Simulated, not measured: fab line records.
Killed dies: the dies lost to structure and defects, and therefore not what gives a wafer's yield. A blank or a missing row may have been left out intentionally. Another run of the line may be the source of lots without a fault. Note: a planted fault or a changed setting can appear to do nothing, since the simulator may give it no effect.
Lot-split experiment || flow n5 finfet || 21 wafers read across 7 lots, on a route 1938 steps long

## ON THE SPLIT
At N5_HKMG_FIN_COAT_06 (resist thk 90 nm), the setting spin rpm was moved away from the recipe's 1500 rpm on 7 of the 21 wafers read, by -4.5% to +7.6%. For the rest of the wafers, this setting stayed at what the recipe calls for.

## FROM THE SPLIT TO THE READING: what the file shows between them, 6 steps
- N5_HKMG_FIN_EBR_08
- N5_HKMG_FIN_SOFTBAKE_07: time 60 s
- N5_HKMG_FIN_EXPOSE_09: exposes mask NWFM
- N5_HKMG_FIN_PEB_10: peb time 60 s
- N5_HKMG_FIN_DEVELOP_11: develop time 30 s
- N5_HKMG_FIN_DESCUM_17: chemistry O2, time 7.9 s

## THE READING
CAR-ArF_of_HKMG_FIN_COAT_06.thk nm (the simulator's own value, which no gauge read), in nm, at N5_HKMG_FIN_ETCH_31 (etches SiARC in CF4, target depth 45.5 nm, time 75.8 s). The file does not state a usual value for it. Across the 14 wafers here that went through the recipe, the average is 51.0 nm and the standard deviation 0.31 nm.

{"wafer": "L077.2", "tool, chamber at the split": "litho track-03, 0", "spin rpm as run, rpm": 1614, "against the recipe": "+7.6%", "CAR-ArF_of_HKMG_FIN_COAT_06.thk nm, nm": 47.2, "against lot-mates on the recipe": -3.4}
{"wafer": "L077.6", "tool, chamber at the split": "litho track-03, 0", "spin rpm as run, rpm": 1614, "against the recipe": "+7.6%", "CAR-ArF_of_HKMG_FIN_COAT_06.thk nm, nm": 47.2, "against lot-mates on the recipe": -3.4}
{"wafer": "L077.5", "tool, chamber at the split": "litho track-03, 0", "spin rpm as run, rpm": 1500, "against the recipe": "recipe", "CAR-ArF_of_HKMG_FIN_COAT_06.thk nm, nm": 50.6, "against lot-mates on the recipe": "-"}
{"wafer": "L080.2", "tool, chamber at the split": "litho track-01, 0", "spin rpm as run, rpm": 1551, "against the recipe": "+3.4%", "CAR-ArF_of_HKMG_FIN_COAT_06.thk nm, nm": 49.2, "against lot-mates on the recipe": -1.2}
{"wafer": "L080.3", "tool, chamber at the split": "litho track-01, 0", "spin rpm as run, rpm": 1551, "against the recipe": "+3.4%", "CAR-ArF_of_HKMG_FIN_COAT_06.thk nm, nm": 48.6, "against lot-mates on the recipe": -1.8}
{"wafer": "L080.5", "tool, chamber at the split": "litho track-01, 0", "spin rpm as run, rpm": 1500, "against the recipe": "recipe", "CAR-ArF_of_HKMG_FIN_COAT_06.thk nm, nm": 50.4, "against lot-mates on the recipe": "-"}
{"wafer": "L083.1", "tool, chamber at the split": "litho track-01, 0", "spin rpm as run, rpm": 1500, "against the recipe": "recipe", "CAR-ArF_of_HKMG_FIN_COAT_06.thk nm, nm": 50.6, "against lot-mates on the recipe": "-"}
{"wafer": "L083.2", "tool, chamber at the split": "litho track-01, 0", "spin rpm as run, rpm": 1500, "against the recipe": "recipe", "CAR-ArF_of_HKMG_FIN_COAT_06.thk nm, nm": 51, "against lot-mates on the recipe": "-"}
{"wafer": "L083.6", "tool, chamber at the split": "litho track-01, 0", "spin rpm as run, rpm": 1500, "against the recipe": "recipe", "CAR-ArF_of_HKMG_FIN_COAT_06.thk nm, nm": 51.2, "against lot-mates on the recipe": "-"}
{"wafer": "L087.2", "tool, chamber at the split": "litho track-02, 0", "spin rpm as run, rpm": 1433, "against the recipe": "-4.5%", "CAR-ArF_of_HKMG_FIN_COAT_06.thk nm, nm": 53.6, "against lot-mates on the recipe": "+2.4"}
{"wafer": "L087.3", "tool, chamber at the split": "litho track-02, 0", "spin rpm as run, rpm": 1500, "against the recipe": "recipe", "CAR-ArF_of_HKMG_FIN_COAT_06.thk nm, nm": 51.2, "against lot-mates on the recipe": "-"}
{"wafer": "L087.6", "tool, chamber at the split": "litho track-02, 0", "spin rpm as run, rpm": 1500, "against the recipe": "recipe", "CAR-ArF_of_HKMG_FIN_COAT_06.thk nm, nm": 51.2, "against lot-mates on the recipe": "-"}
{"wafer": "L088.3", "tool, chamber at the split": "litho track-03, 0", "spin rpm as run, rpm": 1500, "against the recipe": "recipe", "CAR-ArF_of_HKMG_FIN_COAT_06.thk nm, nm": 51, "against lot-mates on the recipe": "-"}
{"wafer": "L088.4", "tool, chamber at the split": "litho track-03, 0", "spin rpm as run, rpm": 1500, "against the recipe": "recipe", "CAR-ArF_of_HKMG_FIN_COAT_06.thk nm, nm": 50.8, "against lot-mates on the recipe": "-"}
{"wafer": "L088.5", "tool, chamber at the split": "litho track-03, 0", "spin rpm as run, rpm": 1558, "against the recipe": "+3.9%", "CAR-ArF_of_HKMG_FIN_COAT_06.thk nm, nm": 49.2, "against lot-mates on the recipe": -1.7}
{"wafer": "L093.2", "tool, chamber at the split": "litho track-03, 0", "spin rpm as run, rpm": 1606, "against the recipe": "+7.1%", "CAR-ArF_of_HKMG_FIN_COAT_06.thk nm, nm": 48.2, "against lot-mates on the recipe": -2.9}
{"wafer": "L093.4", "tool, chamber at the split": "litho track-03, 0", "spin rpm as run, rpm": 1500, "against the recipe": "recipe", "CAR-ArF_of_HKMG_FIN_COAT_06.thk nm, nm": 51, "against lot-mates on the recipe": "-"}
{"wafer": "L093.6", "tool, chamber at the split": "litho track-03, 0", "spin rpm as run, rpm": 1500, "against the recipe": "recipe", "CAR-ArF_of_HKMG_FIN_COAT_06.thk nm, nm": 51.2, "against lot-mates on the recipe": "-"}
{"wafer": "L095.2", "tool, chamber at the split": "litho track-03, 0", "spin rpm as run, rpm": 1500, "against the recipe": "recipe", "CAR-ArF_of_HKMG_FIN_COAT_06.thk nm, nm": 50.8, "against lot-mates on the recipe": "-"}
{"wafer": "L095.4", "tool, chamber at the split": "litho track-03, 0", "spin rpm as run, rpm": 1500, "against the recipe": "recipe", "CAR-ArF_of_HKMG_FIN_COAT_06.thk nm, nm": 51.6, "against lot-mates on the recipe": "-"}
{"wafer": "L095.5", "tool, chamber at the split": "litho track-03, 0", "spin rpm as run, rpm": 1500, "against the recipe": "recipe", "CAR-ArF_of_HKMG_FIN_COAT_06.thk nm, nm": 51.2, "against lot-mates on the recipe": "-"}

THE FIT
A straight line over all 21 wafers: CAR-ArF_of_HKMG_FIN_COAT_06.thk nm changes by -0.494 nm for each +1% of spin rpm; r = -0.97; the points scatter about the line by 0.36 nm.
The same after taking each lot's own level away (the mean of its wafers on the recipe; 21 wafers): -0.451 nm for each +1%; r = -0.99; scatter 0.22 nm.
The reading moves by 3.4 nm for the largest change in spin rpm, on that fit.
From 50.40 to 51.20 nm: that is the span of the lots' own levels, equal to 2.6 times the standard deviation above.
The two slopes are in agreement: the lot-to-lot level therefore moves the slope only a little.
Check: -3.38 nm against its lot-mates is what the line predicts for one of the wafers moved furthest among these (+7.6%) when that wafer is left out of the fit. It came out at -3.4 nm against them.

## THESE WAFERS: OTHER SPLITS
Other splits were also applied to these wafers ahead of the reading. Each is held against what the fit with the lots' levels taken away leaves over:
{"other split on the same wafers": "N5_SD_EPI_N_PEB_07 peb temp c", "wafers away from the commonest value": 12, "r with CAR-ArF_of_HKMG_FIN_COAT_06.thk nm (lot level and that fit taken away)": "+0.14"}
{"other split on the same wafers": "N5_SD_EPI_P_EPI_21 epi growth time s", "wafers away from the commonest value": 7, "r with CAR-ArF_of_HKMG_FIN_COAT_06.thk nm (lot level and that fit taken away)": "+0.29"}
{"other split on the same wafers": "N5_SD_ACTIVATION_LSA_01 temp c", "wafers away from the commonest value": 8, "r with CAR-ArF_of_HKMG_FIN_COAT_06.thk nm (lot level and that fit taken away)": -0.06}
{"other split on the same wafers": "N5_HKMG_FIN_PEB_47 peb time s", "wafers away from the commonest value": 7, "r with CAR-ArF_of_HKMG_FIN_COAT_06.thk nm (lot level and that fit taken away)": -0.24}

## THE WHOLE CHAIN: every reading that the file lists as answering this split, in the file's order
{"step": "N5_HKMG_FIN_COAT_06", "what it does": "resist thk 90 nm", "reading": "CAR-ArF_of_HKMG_FIN_COAT_06.thk nm (the simulator's own value, which no gauge read)", "change (the file's fit)": "-0.441 nm for each +1% of the setting", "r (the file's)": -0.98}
{"step": "N5_HKMG_FIN_DEVELOP_11", "what it does": "develop time 30 s", "reading": "CAR-ArF_of_HKMG_FIN_COAT_06.thk nm (the simulator's own value, which no gauge read)", "change (the file's fit)": "-0.426 nm for each +1% of the setting", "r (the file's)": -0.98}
{"step": "N5_HKMG_FIN_ETCH_31", "what it does": "etches SiARC in CF4, target depth 45.5 nm, time 75.8 s", "reading": "CAR-ArF_of_HKMG_FIN_COAT_06.thk nm (the simulator's own value, which no gauge read)", "change (the file's fit)": "-0.446 nm for each +1% of the setting", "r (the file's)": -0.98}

## THE FILE'S OWN FIT
CAR-ArF_of_HKMG_FIN_COAT_06.thk nm changes by -0.446 nm for each +1% of spin rpm, r = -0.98.
